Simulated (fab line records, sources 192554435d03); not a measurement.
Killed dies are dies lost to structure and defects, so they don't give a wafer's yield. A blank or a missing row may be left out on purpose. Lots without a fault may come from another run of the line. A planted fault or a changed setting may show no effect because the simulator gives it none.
fab line records | flow n5_finfet
record lots=9 wafers=26 last_day=17
route steps=1938 shown BEOL_M10@1484
lots that met no fault: from a run of the same line without faults
start_h: hours from the record's first day to the start of the lot's first wafer shown | wait_h: hours since the lot's step before | " the same as in the row above | L1.1+2: a row that stands for several wafers | - no value, or no start given | * or withheld: withheld | < > ~ a bound
route shown NAME@n: a module of which the file shows steps, and the number in the route of the first | usual: mean/standard deviation of fault-free wafers | same: alike in all rows | chamber/n: place in a boat | sites: the reading at each site | _std_site: their standard deviation | _edge_site: outer sites' mean less inner sites' | radius_mm: how far each site lies from the wafer's centre | mask NAME#n: copy n | behind: the tool/chamber that last shaped the wafer | hold: why the lot was held/for how many hours/how that ended | device: the transistor (n, p or np) that didn't switch | end of line: the same wafers' tests at the end of the route | a step without rows: its recipe alone | killed: dies lost to structure and defects at the first sort, not the wafer's yield | map: a wafer's dies, x killed, . not, _ none there
set.NAME: the setting as run; set.NAME@STEP: as run at that earlier step | model.NAME: the simulator's own value behind a step, which no gauge read
steps of the route over a sample of lots; a table a step, a row a wafer
services: from which hour (start_h, from the record's first day; less than 0 if before it) a tool's chamber was out of use, for how many hours, and why
## steps
# step N5_BEOL_M10_OVL_MEAS_12
# recipe points_per_wafer=44
# usual M10_OVL=-0.3/0.69
# columns lot.wafer tool chamber start_h wait_h M10_OVL[nm]
L553.4 overlay-01 0 199.58 0.0 0.8
L553.5 " 0 " " -0.4
L553.6 " 0 " " -0.3
L556.2 overlay-02 0 222.95 0.0 -1.8
L556.4 " 0 " " -0.8
L556.5 " 0 " " -0.7
L561.1 overlay-01 0 264.29 0.0 0.3
L561.4 " 0 " " 0.0
L561.6 " 0 " " -1.2
L562.1 overlay-01 0 266.34 0.0 -0.4
L562.5 " 0 " " -0.1
L565.1 overlay-02 0 297.61 0.0 -0.8
L565.3 " 0 " " -0.5
L565.4 " 0 " " 0.4
L566.3 overlay-02 0 298.29 0.0 -0.1
L566.4 " 0 " " -0.1
L566.6 " 0 " " 0.3
L567.3 overlay-01 0 305.09 0.0 0.4
L567.5 " 0 " " 0.8
L567.6 " 0 " " -0.5
L575.1 overlay-01 0 357.55 0.0 0.1
L575.2 " 0 " " -0.1
L575.6 " 0 " " 0.0
L576.1 overlay-02 0 364.91 0.0 -1.7
L576.3 " 0 " " -0.2
L576.5 " 0 " " 0.4
# step N5_BEOL_M10_HM_OPEN_17
# recipe chemistry=Cl2/BCl3 target_depth_a=200 overetch_a=60 target=TiN mask_material=SOC ion_energy_ev=150 pressure_mtorr=10 icp_w=1000 bias_w=126 Cl2_flow_sccm=53.25 bcl3_flow_sccm=21.75 Ar_flow_sccm=25
# usual drypump_motor_current_A=5.58/0.18 oes_product_au=0.66/0.092 throttle_valve_pct=22.16/0.14
# columns lot.wafer tool chamber start_h wait_h drypump_motor_current_A oes_product_au rf_hours_counter_h throttle_valve_pct
L553.4 rie_metal-01 1 199.95 0.1 5.67 0.59 - 22.05
L553.5 " 1 " " 5.67 0.59 - 22.03
L553.6 " 0 " " 5.32 0.68 - 22.05
L556.2 rie_metal-03 1 223.28 0.0 5.58 0.52 121 22.30
L556.4 " 1 " " 5.59 0.52 - 22.28
L556.5 " 1 " " 5.59 0.52 - 22.32
L561.1 rie_metal-02 0 264.62 0.0 5.86 0.73 18 22.29
L561.4 " 0 " " 5.86 0.72 - 22.30
L561.6 " 0 " " 5.85 0.73 - 22.30
L562.1 rie_metal-02 0 267.10 0.0 5.83 0.74 18 22.28
L562.5 " 0 " " 5.84 0.73 - 22.33
L565.1 rie_metal-02 0 298.17 0.0 5.86 0.73 22 22.29
L565.3 " 1 " " 5.64 0.82 - 21.96
L565.4 " 0 " " 5.86 0.71 - 22.32
L566.3 rie_metal-02 1 298.66 0.1 5.66 0.82 - 21.98
L566.4 " 0 " " 5.86 0.71 - 22.31
L566.6 " 0 " " 5.87 0.70 - 22.30
L567.3 rie_metal-01 0 305.65 0.1 5.39 0.65 - 22.07
L567.5 " 1 " " 5.66 0.58 - 22.08
L567.6 " 0 " " 5.32 0.65 - 22.10
L575.1 rie_metal-01 1 357.88 0.0 5.66 0.56 87 22.11
L575.2 " 0 " " 5.34 0.63 49 22.11
L575.6 " 1 " " 5.63 0.55 - 22.10
L576.1 rie_metal-03 0 365.25 0.0 5.51 0.79 6 22.07
L576.3 " 1 " " 5.60 0.77 - 22.28
L576.5 " 1 " " 5.60 0.78 - 22.25
# step N5_BEOL_M10_TRENCH_ETCH_37
# recipe chemistry=C4F6/O2 target_depth_a=1488.3 target=SiCOH_lowk time_s=48 ion_energy_ev=250 pressure_mtorr=30 source_w=345 bias_w=185 Ar_flow_sccm=300 C4F6_flow_sccm=10 O2_flow_sccm=10
# usual C4F6_flow_sccm=10.00/0.03 drypump_motor_current_A=5.6/0.52 oes_ar_750_au=0.81/0.051 oes_f_703_au=0.82/0.052 oes_o_777_au=0.82/0.05 oes_product_au=0.81/0.054 rf_fwd_power_W=341.5/1.4 rf_vpp_V=664/7 showerhead_plenum_p_Torr=2.87/0.11 throttle_valve_pct=20.85/0.14
# columns lot.wafer tool chamber start_h wait_h C4F6_flow_sccm drypump_motor_current_A oes_ar_750_au oes_f_703_au oes_o_777_au oes_product_au rf_fwd_power_W rf_hours_counter_h rf_vpp_V showerhead_plenum_p_Torr throttle_valve_pct
L553.4 rie_diel-02 2 203.81 - 9.97 5.7 0.81 0.83 0.85 0.80 339.2 90 656 2.98 20.77
L553.5 " 0 " " 10.01 5.9 0.85 0.86 0.84 0.85 340.6 - 658 2.90 20.68
L553.6 " 1 " " 10.01 5.6 0.83 0.85 0.84 0.82 339.2 - 661 2.86 20.58
L556.2 rie_diel-01 2 224.91 - 10.02 6.4 0.90 0.90 0.89 0.91 338.7 15 660 2.78 20.70
L556.4 " 3 " " 9.96 5.7 0.83 0.83 0.84 0.82 340.6 58 667 2.76 20.89
L556.5 " 3 " " 9.97 5.7 0.82 0.83 0.84 0.82 341.3 - 668 2.76 20.89
L561.1 rie_diel-06 1 265.89 - 9.99 6.7 0.77 0.76 0.78 0.76 341.8 139 666 2.72 20.95
L561.4 " 0 " " 9.99 5.3 0.84 0.84 0.85 0.85 341.4 48 674 3.00 20.90
L561.6 " 2 " " 9.97 5.4 0.85 0.85 0.86 0.85 343.8 - 671 3.01 21.05
L562.1 rie_diel-06 1 268.49 - 10.02 6.7 0.77 0.76 0.78 0.77 342.2 139 665 2.72 20.95
L562.5 " 3 " " 10.01 5.2 0.83 0.84 0.82 0.82 343.4 - 679 2.97 20.87
L565.1 rie_diel-06 2 300.05 - 9.98 5.4 0.83 0.84 0.85 0.83 342.5 74 671 3.00 21.08
L565.3 " 3 " " 9.97 5.1 0.82 0.83 0.81 0.82 343.3 90 678 2.97 20.86
L565.4 " 0 " " 10.05 5.3 1.09 1.45 1.36 0.93 550.2 58 533 3.00 20.95
L566.3 rie_diel-02 1 300.52 - 9.96 5.6 0.80 0.82 0.82 0.80 338.9 101 661 2.85 20.62
L566.4 " 1 " " 9.96 5.6 0.80 0.82 0.81 0.80 340.1 - 659 2.85 20.64
L566.6 " 0 " " 9.94 5.8 0.80 0.80 0.79 0.79 341.9 - 658 2.89 20.75
L567.3 rie_diel-06 1 306.98 - 9.98 6.7 0.76 0.76 0.77 0.75 340.8 152 667 2.71 20.96
L567.5 " 3 " " 9.97 5.1 0.81 0.82 0.80 0.82 343.0 - 679 2.97 20.87
L567.6 " 0 " " 10.00 5.3 1.08 1.45 1.35 0.93 549.6 - 532 3.00 20.97
L575.1 rie_diel-02 2 359.95 - 10.01 5.8 0.78 0.81 0.82 0.76 338.3 119 653 2.97 20.79
L575.2 " 3 " " 10.04 4.7 0.76 0.75 0.75 0.76 342.5 142 663 2.72 21.05
L575.6 " 3 " " 9.99 4.8 0.75 0.75 0.75 0.76 341.6 - 663 2.72 21.03
L576.1 rie_diel-02 2 366.30 - 9.99 5.8 0.77 0.80 0.81 0.77 340.1 122 654 2.97 20.81
L576.3 " 3 " " 9.96 4.7 0.75 0.75 0.75 0.75 340.7 145 664 2.72 21.05
L576.5 " 1 " " 9.99 5.6 0.77 0.79 0.78 0.76 339.1 - 660 2.83 20.68
# step N5_BEOL_M10_OCD_MEAS_38
# usual trench_depth_nm=148.4/1.8
# columns lot.wafer tool chamber start_h wait_h trench_depth_nm
L553.4 ocd-02 - 203.99 - 149.3
L553.5 " - " " 150.9
L553.6 " - " " 150.5
L556.2 ocd-02 - 225.10 - 148.1
L556.4 " - " " 146.3
L556.5 " - " " 147.0
L561.1 ocd-02 - 266.07 - 145.1
L561.4 " - " " 149.4
L561.6 " - " " 152.2
L562.1 ocd-02 - 268.68 - 146.1
L562.5 " - " " 148.1
L565.1 ocd-02 - 300.23 - 151.0
L565.3 " - " " 150.7
L565.4 " - " " 178.2
L566.3 ocd-02 - 300.70 - 149.1
L566.4 " - " " 150.0
L566.6 " - " " 146.6
L567.3 ocd-01 - 307.16 - 145.8
L567.5 " - " " 150.4
L567.6 " - " " 178.7
L575.1 ocd-01 - 360.13 - 148.5
L575.2 " - " " 147.6
L575.6 " - " " 149.0
L576.1 ocd-01 - 366.48 - 148.0
L576.3 " - " " 146.3
L576.5 " - " " 147.7
# step N5_BEOL_M10_DEGAS_44
# recipe ambient=vacuum temp_c=250 time_s=60
# usual heater_power_w=327/28
# columns lot.wafer tool chamber start_h wait_h heater_power_w
L553.4 pvd_sputter-01 - 204.75 0.4 355
L553.5 " - " " 357
L553.6 " - " " 362
L556.2 pvd_sputter-01 - 225.91 0.4 341
L556.4 " - " " 288
L556.5 " - " " 350
L561.1 pvd_sputter-03 - 268.26 1.9 256
L561.4 " - " " 345
L561.6 " - " " 357
L562.1 pvd_sputter-01 - 269.37 0.4 346
L562.5 " - " " 349
L565.1 pvd_sputter-03 - 300.82 0.3 323
L565.3 " - " " 305
L565.4 " - " " 266
L566.3 pvd_sputter-02 - 301.50 0.3 349
L566.4 " - " " 327
L566.6 " - " " 326
L567.3 pvd_sputter-03 - 307.85 0.2 294
L567.5 " - " " 318
L567.6 " - " " 264
L575.1 pvd_sputter-02 - 360.96 0.5 321
L575.2 " - " " 358
L575.6 " - " " 324
L576.1 pvd_sputter-02 - 367.50 0.8 336
L576.3 " - " " 320
L576.5 " - " " 332
# step N5_BEOL_M10_THK_MEAS_53
# recipe thk_meas_gauge=xrf reads=Cu_of_BEOL_M10_ECD_50
# usual M10_THK=135.4/2.1
# columns lot.wafer tool chamber start_h wait_h M10_THK[nm]
L553.4 film_metro-01 - 206.63 - 134.7
L553.5 " - " " 137.9
L553.6 " - " " 138.8
L556.2 film_metro-02 - 227.49 - 135.8
L556.4 " - " " 133.6
L556.5 " - " " 132.7
L561.1 film_metro-01 - 269.73 - 130.9
L561.4 " - " " 136.7
L561.6 " - " " 139.2
L562.1 film_metro-02 - 271.42 - 131.5
L562.5 " - " " 134.1
L565.1 film_metro-01 - 302.28 - 138.7
L565.3 " - " " 137.3
L565.4 " - " " 165.1
L566.3 film_metro-01 - 303.90 - 138.9
L566.4 " - " " 136.3
L566.6 " - " " 133.3
L567.3 film_metro-01 - 309.68 - 131.2
L567.5 " - " " 135.5
L567.6 " - " " 163.9
L575.1 film_metro-01 - 363.31 - 133.6
L575.2 " - " " 132.9
L575.6 " - " " 136.2
L576.1 film_metro-01 - 369.03 - 135.2
L576.3 " - " " 133.7
L576.5 " - " " 135.3
# step N5_BEOL_M10_RS_MEAS_57
# recipe thk_meas_gauge=four-point-probe reads=Cu_of_BEOL_M10_ECD_50+Co_of_BEOL_M10_CVD_75+TaN_of_BEOL_M10_ALD_74
# usual M10_RS=0.1513/0.0026
# columns lot.wafer tool chamber start_h wait_h M10_RS[ohm/sq]
L553.4 film_metro-02 - 206.76 0.0 0.1523
L553.5 " - " " 0.1478
L553.6 " - " " 0.1469
L556.2 film_metro-01 - 227.66 0.1 0.1505
L556.4 " - " " 0.1530
L556.5 " - " " 0.1535
L561.1 film_metro-02 - 269.87 0.1 0.1569
L561.4 " - " " 0.1502
L561.6 " - " " 0.1467
L562.1 film_metro-02 - 271.55 0.1 0.1560
L562.5 " - " " 0.1524
L565.1 film_metro-01 - 302.42 0.1 0.1469
L565.3 " - " " 0.1483
L565.4 " - " " 0.1218
L566.3 film_metro-01 - 304.03 0.1 0.1477
L566.4 " - " " 0.1508
L566.6 " - " " 0.1543
L567.3 film_metro-01 - 309.81 0.1 0.1557
L567.5 " - " " 0.1506
L567.6 " - " " 0.1222
L575.1 film_metro-02 - 363.44 0.1 0.1520
L575.2 " - " " 0.1532
L575.6 " - " " 0.1484
L576.1 film_metro-02 - 369.17 0.1 0.1517
L576.3 " - " " 0.1536
L576.5 " - " " 0.1513
## services
# columns tool chamber start_h hours kind
rie_diel-06 3 219.51 1.4 repair
rie_diel-01 0 239.19 - clean
rie_diel-01 0 239.19 - consumable_replace:focus_ring
rie_diel-01 0 239.19 - consumable_replace:showerhead
rie_diel-01 0 239.19 32.1 scheduled_down
rie_diel-01 0 239.19 32.1 vent_cycle
rie_diel-02 1 259.35 18.6 repair
rie_metal-02 1 261.93 - clean
rie_metal-02 1 261.93 24.4 scheduled_down
rie_metal-02 1 261.93 24.4 vent_cycle
rie_metal-03 1 262.40 - clean
rie_metal-03 1 262.40 22.1 scheduled_down
rie_metal-03 1 262.40 22.1 vent_cycle
rie_diel-01 1 271.35 - clean
rie_diel-01 1 271.35 - consumable_replace:focus_ring
rie_diel-01 1 271.35 14.4 scheduled_down
rie_diel-01 1 271.35 14.4 vent_cycle
rie_metal-03 0 284.50 - clean
rie_metal-03 0 284.50 13.2 scheduled_down
rie_metal-03 0 284.50 13.2 vent_cycle
pvd_sputter-03 - 328.74 2.3 repair
rie_diel-02 3 329.31 13.5 repair
rie_diel-06 - 358.14 0.3 repair
pvd_sputter-01 - 359.72 0.6 repair
## key
first_sign step=N5_BEOL_M10_TRENCH_ETCH_37 reading=rf_fwd_power_W direction=up sigmas=99+ usual=* struck=*
effect step=N5_BEOL_M10_TRENCH_ETCH_37 reading=rf_vpp_V direction=down sigmas=19 usual=664 struck=533
effect step=N5_BEOL_M10_OCD_MEAS_38 reading=trench_depth_nm direction=up sigmas=16 usual=148.4 struck=178.4
effect step=N5_BEOL_M10_THK_MEAS_53 reading=M10_THK direction=up sigmas=14 usual=135.4 struck=164.5
effect step=N5_BEOL_M10_RS_MEAS_57 reading=M10_RS direction=down sigmas=11 usual=0.1513 struck=0.1220
met_at N5_BEOL_M10_TRENCH_ETCH_37
struck_lots L565,L567
struck_wafers L565.4,L567.6
not_acting_at N5_BEOL_M10_OVL_MEAS_12,N5_BEOL_M10_HM_OPEN_17,N5_BEOL_M10_DEGAS_44
onset_between 265.89 300.05
fault kind=process_parameter_drift tool=rie_diel-06 chamber=0 onset_h=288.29 steps=N5_BEOL_M10_TRENCH_ETCH_37 channel=source_w offset=207 shape=step end_h=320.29 acts_in=these_recipes_only stated=345
